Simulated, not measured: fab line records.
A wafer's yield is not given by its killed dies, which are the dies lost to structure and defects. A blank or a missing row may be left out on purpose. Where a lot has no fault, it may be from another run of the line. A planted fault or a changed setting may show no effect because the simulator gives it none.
Matching of chambers    flow n5-finfet    4 sister chambers for N5_BEOL_M2_ALD_84 on ald-metal-03
The step deposits TaN, pulse time 2 s, purge time 3 s, co reactant purge time 2 s. 14 wafers are shown with their chamber, then 7 later ones without.

EACH WAFER AND ITS CHAMBER
wafer   chamber  heater-power-w (W)  heater-power-outer-w (W)  chamber-pressure-Torr (Torr)
L077.1  1        494                 286                       2.996
L077.3  0        413                 255                       2.999
L077.6  3        329                 197                       2.996
L084.2  2        478                 275                       2.990
L084.5  1        484                 274                       2.996
L084.6  3        333                 198                       2.999
L086.2  1        487                 286                       3.010
L086.3  2        473                 270                       3.017
L086.6  3        325                 198                       3.003
L087.3  2        472                 270                       2.999
L087.4  0        407                 247                       2.992
L087.5  2        487                 274                       2.994
L090.1  0        418                 247                       2.991
L090.2  3        336                 191                       3.001

SIGNATURES, as means of the wafers listed above
reading                chamber 0  chamber 1  chamber 2  chamber 3  scatter within a chamber
heater-power-w         412.67     488.33     477.50     330.75     5.68
heater-power-outer-w   249.67     282.00     272.25     196.00     4.4
chamber-pressure-Torr  2.99400    3.00067    3.00000    2.99975    0.00788
Rule: distance of a wafer from a chamber = root of the sum over the readings of ((wafer's reading minus chamber's mean) / reading's scatter) squared. The wafer belongs to the nearest chamber; if the next one is less than 2 further off, it can't be placed. The scatter: take each reading less its chamber's mean, square it, sum over the shown wafers, divide by the number of wafers less the number of chambers, and take the root.

WAFERS WITH NO CHAMBER GIVEN
wafer   heater-power-w (W)  heater-power-outer-w (W)  chamber-pressure-Torr (Torr)
L090.6  410                 249                       2.993
L092.2  479                 281                       3.008
L092.4  468                 282                       2.998
L092.6  419                 242                       3.003
L094.1  471                 279                       3.009
L094.2  336                 197                       2.993
L094.4  481                 285                       2.997

WHICH CHAMBER EACH ONE RAN IN
wafer   from the rows above      in truth
L090.6  0                        0
L092.2  can't be placed: 1 or 2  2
L092.4  can't be placed: 2 or 1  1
L092.6  0                        0
L094.1  can't be placed: 2 or 1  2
L094.2  3                        3
L094.4  can't be placed: 1 or 2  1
3 of 7 placed correctly. These rows do not allow placing 4 (true chamber among the candidates in 4). 0 placed wrongly.
